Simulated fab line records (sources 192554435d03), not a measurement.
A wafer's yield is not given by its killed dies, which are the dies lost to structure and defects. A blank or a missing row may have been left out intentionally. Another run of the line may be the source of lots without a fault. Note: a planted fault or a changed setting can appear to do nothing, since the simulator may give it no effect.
The tool behind it: which one? || flow n5 finfet || Sampling: 12 lots, 36 wafers, 2 of 1938 route steps

WHAT THE GAUGES READ, wafer by wafer
N5_BEOL_M10_CD_MEAS_18: pitch 140 nm, target cd 70 nm.
{"lot": "L076", "measured": "day 10 13:21", "on": "cd sem-01", "cd nm (nm)": "69.4 69.8 69.4"}
{"lot": "L077", "measured": "day 11 06:09", "on": "cd sem-02", "cd nm (nm)": "68.9 68.7 68.8"}
{"lot": "L078", "measured": "day 11 19:34", "on": "cd sem-01", "cd nm (nm)": "69.6 69.1 69.9"}
{"lot": "L081", "measured": "day 12 09:05", "on": "cd sem-02", "cd nm (nm)": "69.7 69.1 69.8"}
{"lot": "L084", "measured": "day 12 23:18", "on": "cd sem-02", "cd nm (nm)": "70.4 70.3 69.5"}
{"lot": "L085", "measured": "day 13 07:46", "on": "cd sem-02", "cd nm (nm)": "68.8 69.6 69.3"}
{"lot": "L087", "measured": "day 13 12:14", "on": "cd sem-03", "cd nm (nm)": "70.2 69.9 69.7"}
{"lot": "L088", "measured": "day 14 06:13", "on": "cd sem-03", "cd nm (nm)": "70.3 68.4 69.6"}
{"lot": "L090", "measured": "day 14 10:41", "on": "cd sem-02", "cd nm (nm)": "69.4 69.7 69.1"}
{"lot": "L093", "measured": "day 14 14:14", "on": "cd sem-02", "cd nm (nm)": "70.1 68.8 69.8"}
{"lot": "L095", "measured": "day 15 12:11", "on": "cd sem-02", "cd nm (nm)": "68.6 68.4 69.3"}
{"lot": "L097", "measured": "day 15 23:28", "on": "cd sem-03", "cd nm (nm)": "69.5 69.1 70.0"}

WHICH TOOL RAN EACH LOT (tool, then ch and the chambers of the sampled wafers, then the start)
{"lot": "L076", "N5_BEOL_M10_HM_DEP_02": "pvd sputter-01, day 10 12:04"}
{"lot": "L077", "N5_BEOL_M10_HM_DEP_02": "pvd sputter-03, day 11 05:06"}
{"lot": "L078", "N5_BEOL_M10_HM_DEP_02": "pvd sputter-03, day 11 18:28"}
{"lot": "L081", "N5_BEOL_M10_HM_DEP_02": "pvd sputter-02, day 12 08:05"}
{"lot": "L084", "N5_BEOL_M10_HM_DEP_02": "pvd sputter-03, day 12 22:14"}
{"lot": "L085", "N5_BEOL_M10_HM_DEP_02": "pvd sputter-02, day 13 06:44"}
{"lot": "L087", "N5_BEOL_M10_HM_DEP_02": "pvd sputter-01, day 13 10:47"}
{"lot": "L088", "N5_BEOL_M10_HM_DEP_02": "pvd sputter-01, day 14 04:46"}
{"lot": "L090", "N5_BEOL_M10_HM_DEP_02": "pvd sputter-03, day 14 09:23"}
{"lot": "L093", "N5_BEOL_M10_HM_DEP_02": "pvd sputter-02, day 14 13:04"}
{"lot": "L095", "N5_BEOL_M10_HM_DEP_02": "pvd sputter-02, day 15 10:11"}
{"lot": "L097", "N5_BEOL_M10_HM_DEP_02": "pvd sputter-02, day 15 22:22"}
- N5_BEOL_M10_HM_DEP_02: deposits TiN, target thk 20 nm.

THE ANSWER, worked out from the rows above alone
Rule: what is usual is taken from the lots themselves. Put in order of their means at a reading, lots are off if they are a third of the lots or fewer, leave a main group of 4 or more, and stand apart from it by a gap of 3 or more times the standard deviation of the main group's means; of several such gaps the widest counts. A main group is skipped when, at the precision printed for the reading in the tables above, its means are all equal. A lot without any number at a reading at which 4 lots or more have one is off too. Any other lot the step has rows for is counted as sound.
No lot is off on any of the readings shown, so nothing can be concluded from this.

WHAT THE SIMULATOR PUT IN
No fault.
